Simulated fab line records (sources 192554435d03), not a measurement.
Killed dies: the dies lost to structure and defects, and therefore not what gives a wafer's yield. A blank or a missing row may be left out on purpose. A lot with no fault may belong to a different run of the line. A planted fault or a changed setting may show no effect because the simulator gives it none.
fab line records | flow n5-finfet
[record] lots = 13 wafers = 34 last-day = 17
route steps=1938 shown HKMG_FIN@387 PASSIVATION@1936
lots untouched by any fault: they come from a run of this same line in which no faults occurred
start-h: the number of hours between the record's first day and the start of the first shown wafer of the lot | wait-h: hours elapsed since this lot's preceding step | " same as the row above | L1.1+2: several wafers, shown together as one row | - value missing, or start not given | * or withheld: withheld | < > ~ a bound
route shown NAME@n: a module of which the file shows steps, and the number in the route of the first | usual: mean and standard deviation over wafers with no fault | same: alike in all rows | chamber/n: place in a boat | sites: per-site readings | _std_site: the values' standard deviation | _edge_site: outer sites' mean less inner sites' | radius-mm: how far each site lies from the wafer's centre | mask NAME#n: copy n | behind: the most recent tool/chamber to have shaped the wafer | hold: cause of the lot's hold/its duration in hours/its outcome | device: which transistor (n, p or np) failed to switch | end of line: the same wafers' tests at the end of the route | a step without rows: its recipe alone | killed: at the first sort, the dies lost to defects and structure; wafer yield is something else | map: the dies of a wafer, with x for killed, . for not killed, _ for no die there
set.NAME: the setting as run; set.NAME@STEP: as run at that earlier step | model.NAME: the simulator's own value behind a step, which no gauge read
a sample of lots followed through the steps of the route, with each step as a table and each wafer as a row
services: the hour from which a tool's chamber was out of use, counted from the record's first day as start-h (under 0 if before that day), plus the number of hours and why
[[steps]]
[step N5_HKMG_FIN_HK_ANNEAL_02]
[recipe] temp-c = 700 time-s = 30 ambient = N2 idle-temp-c = 600 ramp-up-c-per-s = 150 ramp-down-c-per-s = 60 cool-to-c = 600
[usual] lamp-power-pct = 8.80/0.051 lamp_zone_2_pct = 8.799/0.0099 lamp_zone_3_pct = 8.799/0.011 wafer_temp_C_max = 703.0/0.61
// columns lot.wafer tool chamber start-h wait-h lamp-power-pct lamp_zone_2_pct lamp_zone_3_pct wafer_temp_C_max
L878.4 rtp-anneal-02 0 76.71 0.2 8.83 8.812 8.805 703.6
L878.5 " 0 " " 8.80 8.777 8.801 703.2
L878.6 " 0 " " 8.86 8.796 8.806 702.3
L881.2 rtp-anneal-01 0 97.73 0.4 8.76 8.809 8.794 703.1
L881.3 " 0 " " 8.84 8.797 8.780 703.4
L885.1 rtp-anneal-01 0 118.23 0.1 8.83 8.792 8.807 703.4
L885.3 " 0 " " 8.87 8.793 8.800 703.3
L885.4 " 0 " " 8.72 8.801 8.796 704.1
L886.1 rtp-anneal-02 0 123.25 0.1 8.88 8.819 8.798 702.6
L886.4 " 0 " " 8.89 8.820 8.795 703.3
L886.5 " 0 " " 8.82 8.798 8.799 702.6
L889.2 rtp-anneal-01 0 141.69 0.3 8.76 8.789 8.786 702.3
L889.3 " 0 " " 8.78 8.799 8.808 702.1
L889.6 " 0 " " 8.73 8.804 8.801 703.1
L890.5 rtp-anneal-01 0 148.87 0.2 8.72 8.792 8.794 702.8
L890.6 " 0 " " 8.77 8.795 8.808 703.6
L891.1 rtp-anneal-01 0 154.12 0.2 8.82 8.800 8.780 702.4
L891.5 " 0 " " 8.80 8.793 8.801 703.0
L893.1 rtp-anneal-01 0 168.83 0.1 8.82 8.812 8.785 703.4
L893.3 " 0 " " 8.78 8.793 8.789 702.3
L893.5 " 0 " " 8.80 8.808 8.816 704.0
L894.2 rtp-anneal-02 0 171.23 0.1 8.83 8.785 8.792 702.3
L894.6 " 0 " " 8.81 8.798 8.797 703.3
L895.1 rtp-anneal-01 0 177.36 0.1 8.80 8.800 8.780 702.7
L895.2 " 0 " " 8.79 8.796 8.799 704.0
L898.2 rtp-anneal-01 0 197.26 0.1 8.74 8.798 8.795 703.3
L898.5 " 0 " " 8.73 8.779 8.800 703.1
L898.6 " 0 " " 8.76 8.790 8.801 703.7
L899.4 rtp-anneal-02 0 205.31 0.3 8.91 8.792 8.817 702.8
L899.5 " 0 " " 8.86 8.803 8.810 702.7
L899.6 " 0 " " 8.76 8.799 8.805 703.9
L900.2 rtp-anneal-01 0 213.13 0.3 8.72 8.793 8.793 702.8
L900.4 " 0 " " 8.82 8.803 8.790 702.8
L900.6 " 0 " " 8.80 8.801 8.792 702.9
[step N5_HKMG_FIN_STRIP_57]
[recipe] chemistry = CF4 resist = SiARC power-w = 300 bias-power-w = 75 pressure-mtorr = 50 cf4-flow-sccm = 150 rf-frequency-hz = 6e+07
[usual] drypump-motor-current-A = 5.7/0.52 oes-product-au = 0.83/0.077 rf-vpp-V = 270.8/1.1 showerhead-plenum-p-Torr = 1.78/0.033 throttle-valve-pct = 13.54/0.25
// columns lot.wafer tool chamber start-h wait-h drypump-motor-current-A oes-product-au rf-hours-counter-h rf-vpp-V showerhead-plenum-p-Torr throttle-valve-pct
L878.4 rie-diel-05 0 77.74 0.0 5.1 0.91 21 271.1 1.77 13.29
L878.5 " 3 " " 4.9 0.70 - 271.0 1.79 13.94
L878.6 " 0 " " 5.1 0.90 - 270.3 1.77 13.28
L881.2 rie-diel-05 1 98.97 0.0 5.8 0.92 19 270.4 1.75 13.38
L881.3 " 2 " " 6.7 0.75 152 269.9 1.79 13.97
L885.1 rie-diel-04 0 119.55 0.0 6.0 0.80 104 270.3 1.74 13.47
L885.3 " 1 " " 5.4 0.87 32 272.2 1.81 13.42
L885.4 " 2 " " 5.4 0.98 0 271.7 1.75 13.17
L886.1 rie-diel-01 0 124.26 0.0 6.3 0.78 121 271.8 1.83 13.69
L886.4 " 2 " " 5.3 0.77 116 272.5 1.85 13.54
L886.5 " 2 " " 5.3 0.77 - 272.6 1.85 13.55
L889.2 rie-diel-05 3 142.79 0.0 5.0 0.95 10 270.2 1.78 13.41
L889.3 " 0 " " 5.1 0.86 50 270.4 1.76 13.35
L889.6 " 3 " " 5.0 0.95 - 270.7 1.78 13.42
L890.5 rie-diel-01 3 149.89 0.0 6.0 0.81 - 272.7 1.82 13.64
L890.6 " 0 " " 6.3 0.79 - 270.2 1.83 13.71
L891.1 rie-diel-04 2 155.59 0.0 5.4 0.93 11 270.0 1.74 13.19
L891.5 " 2 " " 5.4 0.94 - 269.9 1.74 13.17
L893.1 rie-diel-04 2 169.95 0.0 5.4 0.92 15 270.3 1.74 13.19
L893.3 " 0 " " 5.9 0.78 121 270.4 1.74 13.51
L893.5 " 2 " " 5.4 0.91 - 270.7 1.74 13.19
L894.2 rie-diel-05 3 172.32 0.0 5.0 0.92 22 271.4 1.78 13.43
L894.6 " 2 " " 6.7 0.73 - 270.0 1.78 14.03
L895.1 rie-diel-04 0 178.49 0.0 5.9 0.79 125 270.3 1.73 13.53
L895.2 " 2 " " 5.4 0.91 17 271.2 1.74 13.18
L898.2 rie-diel-05 1 198.47 0.0 5.8 0.83 58 271.1 1.74 13.44
L898.5 " 1 " " 5.8 0.85 - 270.4 1.74 13.45
L898.6 " 0 " " 5.1 0.83 - 270.0 1.75 13.39
L899.4 rie-diel-04 2 206.53 0.0 5.4 0.90 27 269.7 1.74 13.22
L899.5 " 3 " " 6.0 0.90 - 270.0 1.77 13.32
L899.6 " 2 " " 5.3 0.89 - 271.9 1.74 13.24
L900.2 rie-diel-05 3 214.58 0.0 5.0 0.90 36 269.6 1.78 13.48
L900.4 " 1 " " 5.8 0.82 64 269.8 1.74 13.48
L900.6 " 1 " " 5.8 0.83 - 270.7 1.74 13.47
[step N5_HKMG_FIN_WET_ETCH_81]
[recipe] chemistry = SC1 target = TiN stop-on = HfO2 mix = 1:1:5 temp-c = 60 time-s = 57 target-depth-nm = 6
[usual] bath-guard-temp-C = 60.0/0.53 bath-heat-duty-pct = 10.1/1.1 diw-flow-mL-min = 1071.3/2.8
// columns lot.wafer tool chamber start-h wait-h bath-guard-temp-C bath-heat-duty-pct diw-flow-mL-min
L878.4 wet-bench-06 4 79.49 0.0 59.6 9.9 1067.5
L878.5 " 0 " " 58.8 10.2 1067.3
L878.6 " 5 " " 59.5 9.5 1073.5
L881.2 wet-bench-02 7 100.84 0.0 61.3 9.3 1068.1
L881.3 " 2 " " 60.0 8.9 1071.5
L885.1 wet-bench-06 3 121.36 0.0 - - -
L885.3 " 0 " " - - -
L885.4 " 7 " " - - -
L886.1 wet-bench-06 6 126.24 0.0 - - -
L886.4 " 5 " " - - -
L886.5 " 4 " " - - -
L889.2 wet-bench-02 7 144.55 0.0 61.4 9.8 1070.7
L889.3 " 0 " " 59.9 10.7 1071.8
L889.6 " 3 " " 60.5 9.0 1072.0
L890.5 wet-bench-06 4 151.63 0.0 60.1 11.3 1071.9
L890.6 " 5 " " 59.3 8.8 1069.3
L891.1 wet-bench-06 3 157.44 0.0 60.1 11.0 1066.9
L891.5 " 1 " " 59.5 9.8 1071.0
L893.1 wet-bench-06 7 171.70 0.0 60.6 12.7 1078.4
L893.3 " 5 " " 59.3 8.9 1069.0
L893.5 " 6 " " 59.9 9.4 1074.4
L894.2 wet-bench-02 6 174.08 0.0 60.3 10.0 1076.1
L894.6 " 3 " " 60.3 11.0 1072.9
L895.1 wet-bench-02 5 180.24 0.0 60.0 9.2 1068.7
L895.2 " 0 " " 59.7 10.5 1073.5
L898.2 wet-bench-04 6 200.39 0.0 60.1 10.0 1068.8
L898.5 " 7 " " 60.1 9.5 1069.5
L898.6 " 3 " " 60.1 10.8 1076.1
L899.4 wet-bench-06 2 208.47 0.0 59.7 10.4 1074.4
L899.5 " 6 " " 59.8 9.6 1075.4
L899.6 " 0 " " 58.9 9.9 1072.1
L900.2 wet-bench-06 6 216.52 0.0 59.5 10.5 1065.6
L900.4 " 7 " " 60.8 13.8 1069.7
L900.6 " 4 " " 59.9 10.6 1072.9
[step N5_HKMG_FIN_PWFM_ALD_03]
[recipe] material = TiN target-thk-a = 20 temp-c = 400 ald-precursor-family = TiCl4 ald-co-reactant = NH3 pulse-time-s = 1 purge-time-s = 3 co-reactant-purge-time-s = 2 co-reactant-pulse-time-s = 2 ald-cycles = 91 pressure-torr = 3
[usual] heater-power-w = 855/93 precursor-pulse-height-rel = 1.000/0.018
// columns lot.wafer tool chamber start-h wait-h heater-power-w precursor-pulse-height-rel
L878.4 ald-metal-03 2 79.90 0.0 765 1.021
L878.5 " 2 " " 769 1.010
L878.6 " 1 " " 891 0.994
L881.2 ald-metal-02 0 101.25 0.0 939 0.985
L881.3 " 3 " " 944 1.022
L885.1 ald-metal-02 1 121.83 0.0 831 0.989
L885.3 " 3 " " 949 0.994
L885.4 " 2 " " 781 0.970
L886.1 ald-metal-04 0 126.66 0.0 718 0.999
L886.4 " 2 " " 851 0.984
L886.5 " 1 " " 723 0.970
L889.2 ald-metal-02 2 144.96 0.0 774 0.977
L889.3 " 1 " " 847 0.975
L889.6 " 2 " " 778 0.984
L890.5 ald-metal-02 1 152.27 0.3 857 1.031
L890.6 " 2 " " 772 1.036
L891.1 ald-metal-03 2 157.85 0.0 779 0.992
L891.5 " 2 " " 758 0.977
L893.1 ald-metal-02 0 172.11 0.0 923 1.026
L893.3 " 3 " " 966 0.995
L893.5 " 0 " " 921 1.020
L894.2 ald-metal-03 2 174.50 0.0 779 1.042
L894.6 " 0 " " 1061 1.017
L895.1 ald-metal-03 0 180.65 0.0 1037 1.011
L895.2 " 2 " " 772 0.992
L898.2 ald-metal-02 3 200.80 0.0 958 1.015
L898.5 " 3 " " 969 0.997
L898.6 " 0 " " 903 1.007
L899.4 ald-metal-04 0 208.88 0.0 705 0.976
L899.5 " 1 " " 734 0.988
L899.6 " 0 " " 712 0.986
L900.2 ald-metal-03 0 216.93 0.0 1037 1.028
L900.4 " 2 " " 784 0.987
L900.6 " 0 " " 1029 0.983
[step N5_PASSIVATION_PROBE_49]
[usual] killed_at_M0_to_M3 = 32/9.3 killed_at_M4_up = 14/4.9 killed-at-contacts = 15/7.5 killed-at-front-end = 40/11 killed-at-other = 4/3.3 killed-dies = 104/17 killed-open = 68/14 killed-short = 33/7.9
[same] gross-dies = 1180 killed-at-back-side = 0
// columns lot.wafer tool chamber start-h wait-h killed_at_M0_to_M3 killed_at_M4_up killed-at-contacts killed-at-front-end killed-at-other killed-dies killed-open killed-short
L886.1 prober-02 - 312.15 0.0 37 10 15 58 9 129 77 37
L886.4 prober-02 - 312.30 0.2 36 15 13 49 8 121 67 52
L886.5 prober-02 - 312.35 0.2 32 14 26 46 13 131 82 41
L885.1 prober-01 - 316.52 0.0 26 11 3 42 6 88 48 37
L885.3 prober-01 - 316.62 0.1 32 9 17 23 4 85 47 36
L885.4 prober-01 - 316.67 0.2 34 12 10 44 5 105 52 40
L889.2 prober-01 - 324.11 0.1 28 12 9 50 3 102 58 40
L889.3 prober-01 - 324.16 0.1 22 10 11 39 1 83 61 20
L889.6 prober-01 - 324.31 0.3 35 16 7 44 1 103 64 31
L890.5 prober-02 - 346.26 0.2 36 18 20 40 4 118 81 36
L890.6 prober-02 - 346.31 0.3 54 9 26 36 10 135 92 36
L891.1 prober-01 - 356.32 0.0 39 7 5 33 5 89 54 31
L891.5 prober-01 - 356.52 0.2 32 14 9 30 0 85 52 31
L894.2 prober-01 - 365.91 0.1 31 9 16 31 11 98 64 25
L894.6 prober-01 - 366.11 0.3 32 15 20 52 2 121 83 37
L898.2 prober-02 - 384.68 0.1 32 7 13 48 2 102 62 30
L898.5 prober-02 - 384.83 0.2 18 21 11 64 2 116 82 33
L898.6 prober-02 - 384.88 0.3 20 9 12 43 4 88 65 21
// killed by level:class
L886.1 HKMG_FIN:area-etch=15 MOL_CONTACT_COAG:geometric-particle:open=13 FIN_SAQP:geometric-particle:open=11 BEOL_M0_SAQP:geometric-particle:short=8 BEOL_M1:geometric-particle:open=8 BEOL_M2:geometric-particle:open=8 STI_FIN_REVEAL:geometric-particle:open=6 FIN_SAQP:geometric-particle:short=5
L886.4 FIN_SAQP:geometric-particle:short=18 MOL_CONTACT_COAG:geometric-particle:open=9 BEOL_M3:geometric-particle:open=9 BEOL_M0_SAQP:geometric-particle:short=8 BEOL_M1:geometric-particle:open=7 FIN_SAQP:geometric-particle:open=6 DUMMY_GATE:geometric-particle:open=6 STI_FIN_REVEAL:geometric-particle:open=4
L886.5 MOL_CONTACT_COAG:geometric-particle:open=16 DUMMY_GATE:geometric-particle:open=11 FIN_SAQP:geometric-particle:open=8 FIN_SAQP:geometric-particle:short=7 BEOL_M0_SAQP:geometric-particle:short=7 MOL_CONTACT_COAG:area-etch=7 BEOL_M3:geometric-particle:open=6 BEOL_M0_SAQP:geometric-particle:open=6
L885.1 STI_FIN_REVEAL:geometric-particle:open=7 DUMMY_GATE:geometric-particle:open=7 BEOL_M0_SAQP:geometric-particle:open=7 FIN_SAQP:geometric-particle:short=6 GATE_CUT:geometric-particle:short=5 BEOL_M0_SAQP:geometric-particle:short=5 FIN_SAQP:geometric-particle:open=4 BEOL_M0:geometric-particle:short=4
L885.3 MOL_CONTACT_COAG:geometric-particle:short=9 MOL_CONTACT_COAG:geometric-particle:open=8 BEOL_M0_SAQP:geometric-particle:short=8 BEOL_M0_SAQP:geometric-particle:open=8 FIN_SAQP:geometric-particle:short=4 STI_FIN_REVEAL:geometric-particle:open=4 GATE_CUT:geometric-particle:short=4 BEOL_M1:geometric-particle:short=4
L885.4 BEOL_M1:geometric-particle:short=10 BEOL_M3:geometric-particle:open=9 FIN_CUT:area-etch=9 STI_FIN_REVEAL:geometric-particle:open=7 MOL_CONTACT_COAG:geometric-particle:open=7 BEOL_M1:geometric-particle:open=7 FIN_SAQP:geometric-particle:short=5 DUMMY_GATE:geometric-particle:open=4
L889.2 FIN_SAQP:geometric-particle:short=19 BEOL_M0_SAQP:geometric-particle:open=11 MOL_CONTACT_COAG:geometric-particle:open=9 FIN_SAQP:geometric-particle:open=6 GATE_CUT:geometric-particle:short=6 BEOL_M1:geometric-particle:open=5 BEOL_M5:geometric-particle:open=5 STARTING-WAFER:geometric-particle:open=5
L889.3 FIN_SAQP:geometric-particle:open=13 FIN_SAQP:geometric-particle:short=10 MOL_CONTACT_COAG:geometric-particle:open=10 BEOL_M2:geometric-particle:open=8 BEOL_M3:geometric-particle:open=6 GATE_CUT:geometric-particle:open=5 BEOL_M1:geometric-particle:open=4 DUMMY_GATE:geometric-particle:open=3
L889.6 BEOL_M0_SAQP:geometric-particle:open=10 BEOL_M0_SAQP:geometric-particle:short=9 FIN_SAQP:geometric-particle:open=8 BEOL_M4:geometric-particle:open=8 HKMG_FIN:area-etch=7 DUMMY_GATE:geometric-particle:open=6 MOL_CONTACT_COAG:geometric-particle:open=6 BEOL_M2:geometric-particle:open=6
L890.5 STI_FIN_REVEAL:geometric-particle:open=12 MOL_CONTACT_COAG:geometric-particle:open=11 BEOL_M2:geometric-particle:open=11 BEOL_M4:geometric-particle:open=9 MOL_CONTACT_COAG:geometric-particle:short=8 BEOL_M1:geometric-particle:open=8 GATE_CUT:geometric-particle:short=6 BEOL_M0_SAQP:geometric-particle:open=6
L890.6 MOL_CONTACT_COAG:geometric-particle:open=22 BEOL_M0_SAQP:geometric-particle:short=14 STI_FIN_REVEAL:geometric-particle:open=10 BEOL_M2:geometric-particle:open=9 BEOL_M3:geometric-particle:open=8 GATE_CUT:geometric-particle:open=7 BEOL_M0_SAQP:geometric-particle:open=7 BEOL_M1:geometric-particle:open=7
L891.1 BEOL_M1:geometric-particle:open=14 FIN_SAQP:geometric-particle:short=8 BEOL_M2:geometric-particle:open=6 DUMMY_GATE:geometric-particle:open=4 MOL_CONTACT_COAG:geometric-particle:open=4 BEOL_M0_SAQP:geometric-particle:open=4 BEOL_M3:geometric-particle:open=4 STARTING-WAFER:geometric-particle:short=4
L891.5 MOL_CONTACT_COAG:geometric-particle:open=8 BEOL_M0_SAQP:geometric-particle:short=8 BEOL_M1:geometric-particle:open=8 STI_FIN_REVEAL:geometric-particle:open=7 BEOL_M0_SAQP:geometric-particle:open=6 BEOL_M2:geometric-particle:open=6 FIN_SAQP:geometric-particle:short=5 BEOL_M5:geometric-particle:short=5
L894.2 MOL_CONTACT_COAG:geometric-particle:open=11 PASSIVATION:area-etch=9 BEOL_M3:geometric-particle:open=8 STI_FIN_REVEAL:geometric-particle:open=6 MOL_CONTACT_COAG:geometric-particle:short=5 BEOL_M0_SAQP:geometric-particle:open=5 BEOL_M1:geometric-particle:open=5 DUMMY_GATE:geometric-particle:open=4
L894.6 MOL_CONTACT_COAG:geometric-particle:open=15 STI_FIN_REVEAL:geometric-particle:open=14 BEOL_M3:geometric-particle:open=11 FIN_SAQP:geometric-particle:open=8 BEOL_M0_SAQP:geometric-particle:open=7 GATE_CUT:geometric-particle:short=6 DUMMY_GATE:geometric-particle:open=6 BEOL_M0_SAQP:geometric-particle:short=6
L898.2 FIN_SAQP:geometric-particle:open=16 MOL_CONTACT_COAG:geometric-particle:open=11 BEOL_M1:geometric-particle:open=7 HKMG_FIN:area-etch=7 BEOL_M0_SAQP:geometric-particle:short=6 BEOL_M3:geometric-particle:open=5 FIN_SAQP:geometric-particle:short=4 STI_FIN_REVEAL:geometric-particle:open=4
L898.5 FIN_SAQP:geometric-particle:open=11 STI_FIN_REVEAL:geometric-particle:open=11 MOL_CONTACT_COAG:geometric-particle:open=10 BEOL_M4:geometric-particle:open=9 DUMMY_GATE:geometric-particle:open=6 STI_FIN_REVEAL:geometric-particle:short=6 BEOL_M3:geometric-particle:open=6 FIN_SAQP:geometric-particle:short=5
L898.6 STI_FIN_REVEAL:geometric-particle:open=15 FIN_SAQP:geometric-particle:open=10 MOL_CONTACT_COAG:geometric-particle:open=10 BEOL_M3:geometric-particle:open=7 BEOL_M4:geometric-particle:open=5 ILD0:geometric-particle:short=4 ILD0:geometric-particle:open=3 BEOL_M1:geometric-particle:open=3
[[services]]
// columns tool chamber start-h hours kind
ald-metal-03 3 54.22 11.8 repair
ald-metal-03 - 61.80 2.1 repair
rie-diel-05 0 64.07 2.2 repair
rie-diel-04 0 87.45 6.6 repair
rie-diel-04 3 94.41 - clean
rie-diel-04 3 94.41 - consumable-replace:focus-ring
rie-diel-05 3 96.43 - clean
rie-diel-05 3 96.43 - consumable-replace:focus-ring
rie-diel-05 3 96.43 19.5 scheduled-down
rie-diel-05 3 96.43 19.5 vent-cycle
ald-metal-04 - 99.07 6.0 pm
rie-diel-04 2 108.99 - clean
rie-diel-04 2 108.99 - consumable-replace:focus-ring
rie-diel-04 2 108.99 10.1 scheduled-down
rie-diel-04 2 108.99 10.1 vent-cycle
ald-metal-02 - 115.13 2.8 pm
rie-diel-04 - 148.85 0.1 repair
ald-metal-02 0 152.00 9.9 repair
wet-bench-04 - 154.90 1.5 repair
ald-metal-02 1 158.25 28.4 repair
rie-diel-04 2 172.28 4.3 repair
rie-diel-05 0 185.05 3.2 repair
rie-diel-04 - 190.71 1.6 repair
ald-metal-03 - 198.21 2.6 repair
[[key]]
[first-sign] step = N5_HKMG_FIN_WET_ETCH_81 reading = tool-record direction = missing
effect none on later readings
met-at N5_HKMG_FIN_WET_ETCH_81
struck-lots L885,L886
tester-left-out L885,L886
[baseline-loss] step = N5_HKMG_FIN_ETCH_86 wafers = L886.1
not-acting-at N5_HKMG_FIN_HK_ANNEAL_02,N5_HKMG_FIN_STRIP_57,N5_HKMG_FIN_PWFM_ALD_03
onset-between 79.49 121.36
[fault] kind = skipped-step-whole tool = wet-bench-06 chamber = - onset-h = 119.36 steps = N5_HKMG_FIN_WET_ETCH_81 scope = struck-lots-only
// tester-left-out: of these lots the tester's yield and bins aren't shown, on N5 and GAA mostly nor the transistor test; their killed dies are dies lost to structure and defects alone, not to doping, threshold or leakage, so they don't give the yield
// baseline-loss: these wafers lose ten dies or more at that step, a loss of the line's own and not of a fault; the sort's usual values leave them out
